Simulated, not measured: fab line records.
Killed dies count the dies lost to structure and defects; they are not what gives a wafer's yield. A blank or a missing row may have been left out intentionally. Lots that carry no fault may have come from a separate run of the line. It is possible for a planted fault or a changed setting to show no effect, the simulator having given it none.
Matching of chambers || flow n5-finfet || N5_BEOL_M2_CVD_47 on cvd-co-01 has 3 sister chambers
The step deposits Co from CCTBA/H2, target thk 3 nm, time 223.8 s. 14 wafers are shown with their chamber, then 6 later ones without.

== WAFERS WITH THEIR CHAMBER ==
{"wafer": "L302.2", "chamber": 1, "run-length-s (s)": 246.7}
{"wafer": "L302.5", "chamber": 2, "run-length-s (s)": 245.4}
{"wafer": "L302.6", "chamber": 0, "run-length-s (s)": 246.3}
{"wafer": "L301.2", "chamber": 2, "run-length-s (s)": 245.8}
{"wafer": "L301.4", "chamber": 0, "run-length-s (s)": 247.3}
{"wafer": "L301.6", "chamber": 2, "run-length-s (s)": 245.4}
{"wafer": "L303.4", "chamber": 2, "run-length-s (s)": 245.3}
{"wafer": "L303.5", "chamber": 2, "run-length-s (s)": 245.4}
{"wafer": "L316.1", "chamber": 1, "run-length-s (s)": 246.2}
{"wafer": "L316.4", "chamber": 0, "run-length-s (s)": 246.6}
{"wafer": "L316.6", "chamber": 1, "run-length-s (s)": 246.5}
{"wafer": "L319.1", "chamber": 2, "run-length-s (s)": 246.0}
{"wafer": "L319.3", "chamber": 0, "run-length-s (s)": 246.7}
{"wafer": "L319.4", "chamber": 1, "run-length-s (s)": 247.1}

SIGNATURES (averages over the wafers above)
{"reading": "run-length-s", "chamber 0": 246.725, "chamber 1": 246.625, "chamber 2": 245.550, "scatter within a chamber": 0.35}
Rule: for each reading, subtract the chamber's mean from the wafer's reading, divide by that reading's scatter and square the result; add these up over the readings and take the root, which gives the wafer's distance from the chamber. The wafer belongs to the nearest chamber; if the next one is less than 2 further off, it can't be placed. The scatter: the root of (the sum of the squares of (reading less its chamber's mean) over the shown wafers, divided by (wafers less chambers)).

== WAFERS WITHOUT THEIR CHAMBER ==
{"wafer": "L322.2", "run-length-s (s)": 245.9}
{"wafer": "L322.5", "run-length-s (s)": 246.6}
{"wafer": "L322.6", "run-length-s (s)": 246.2}
{"wafer": "L323.2", "run-length-s (s)": 245.4}
{"wafer": "L323.4", "run-length-s (s)": 247.1}
{"wafer": "L323.5", "run-length-s (s)": 246.4}

== WHICH CHAMBER EACH WENT THROUGH ==
{"wafer": "L322.2", "from the rows above": "can't be placed: 2 or 1 or 0", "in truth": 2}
{"wafer": "L322.5", "from the rows above": "can't be placed: 1 or 0", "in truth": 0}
{"wafer": "L322.6", "from the rows above": "can't be placed: 1 or 0 or 2", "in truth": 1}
{"wafer": "L323.2", "from the rows above": 2, "in truth": 2}
{"wafer": "L323.4", "from the rows above": "can't be placed: 0 or 1", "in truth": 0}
{"wafer": "L323.5", "from the rows above": "can't be placed: 1 or 0 or 2", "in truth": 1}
Correct placement for 1 of the 6. Unplaceable from these rows: 5, with the true chamber sitting among the candidates in 5. 0 placed wrongly.
